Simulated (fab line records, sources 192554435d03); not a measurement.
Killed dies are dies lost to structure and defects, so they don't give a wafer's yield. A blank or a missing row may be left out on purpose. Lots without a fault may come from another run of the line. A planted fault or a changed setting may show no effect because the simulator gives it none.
Chamber matching | flow n5_finfet | N5_FIN_SAQP_HM_OPEN_33 on rie_diel-01: 4 sister chambers
The step chemistry CH3F/O2, target SiNx, target depth 49.4 nm, time 70.6 s. 22 wafers are shown with their chamber, then 11 later ones without.

WAFERS WITH THEIR CHAMBER
wafer  | chamber | showerhead_plenum_p_Torr (Torr) | throttle_valve_pct (%) | rf_vpp_V (V)
L074.1 | 2       | 1.984                           | 16.71                  | 295.6
L074.2 | 1       | 1.980                           | 16.36                  | 299.9
L074.5 | 0       | 1.969                           | 16.29                  | 298.9
L076.3 | 3       | 2.006                           | 16.44                  | 299.0
L076.4 | 1       | 1.979                           | 16.37                  | 298.7
L076.6 | 3       | 2.006                           | 16.46                  | 300.1
L077.4 | 1       | 1.977                           | 16.38                  | 297.5
L077.5 | 3       | 2.005                           | 16.47                  | 298.2
L077.6 | 2       | 1.981                           | 16.72                  | 295.7
L078.4 | 2       | 1.980                           | 16.72                  | 294.7
L078.5 | 2       | 1.981                           | 16.73                  | 295.6
L078.6 | 3       | 2.003                           | 16.46                  | 300.7
L079.2 | 2       | 1.979                           | 16.73                  | 295.1
L079.4 | 3       | 2.003                           | 16.47                  | 299.7
L079.6 | 2       | 1.980                           | 16.74                  | 294.1
L080.1 | 3       | 2.001                           | 16.47                  | 297.4
L080.4 | 0       | 1.968                           | 15.83                  | 299.6
L080.5 | 2       | 1.979                           | 16.73                  | 293.9
L083.2 | 2       | 1.976                           | 16.75                  | 294.3
L083.5 | 1       | 1.972                           | 16.41                  | 300.7
L083.6 | 0       | 1.965                           | 15.87                  | 298.7
L084.1 | 1       | 1.972                           | 16.43                  | 300.0

SIGNATURES (means of the wafers above)
reading                  | chamber 0 | chamber 1 | chamber 2 | chamber 3 | scatter within a chamber
showerhead_plenum_p_Torr | 1.96733   | 1.97600   | 1.98000   | 2.00400   | 0.00261
throttle_valve_pct       | 15.9967   | 16.3900   | 16.7287   | 16.4617   | 0.0866
rf_vpp_V                 | 299.067   | 299.360   | 294.875   | 299.183   | 1
Rule: a wafer's distance from a chamber is the root of the sum, over the readings, of the square of ((its reading less the chamber's mean) divided by the reading's scatter). The wafer belongs to the nearest chamber; if the next one is less than 2 further off, it can't be placed. The scatter: the root of (the sum of the squares of (reading less its chamber's mean) over the shown wafers, divided by (wafers less chambers)).

WAFERS WITHOUT THEIR CHAMBER
wafer  | showerhead_plenum_p_Torr (Torr) | throttle_valve_pct (%) | rf_vpp_V (V)
L084.3 | 1.965                           | 15.86                  | 298.7
L084.6 | 1.972                           | 16.41                  | 300.1
L085.1 | 1.997                           | 16.50                  | 300.2
L085.2 | 1.975                           | 16.77                  | 294.9
L085.3 | 1.965                           | 15.88                  | 298.3
L090.1 | 1.994                           | 16.51                  | 300.1
L090.2 | 1.971                           | 16.79                  | 293.3
L090.6 | 1.994                           | 16.51                  | 299.4
L092.3 | 1.959                           | 15.90                  | 298.5
L092.4 | 1.959                           | 15.89                  | 298.4
L092.6 | 1.992                           | 16.54                  | 298.4

WHICH CHAMBER EACH WENT THROUGH
wafer  | from the rows above          | in truth
L084.3 | 0                            | 0
L084.6 | 1                            | 1
L085.1 | 3                            | 3
L085.2 | 2                            | 2
L085.3 | 0                            | 0
L090.1 | 3                            | 3
L090.2 | 2                            | 2
L090.6 | 3                            | 3
L092.3 | 0                            | 0
L092.4 | 0                            | 0
L092.6 | can't be placed: 3 or 2 or 1 | 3
Placed correctly: 10 of 11. Can't be placed from these rows: 1 (the true chamber is among the candidates in 1). Placed wrongly: 0.
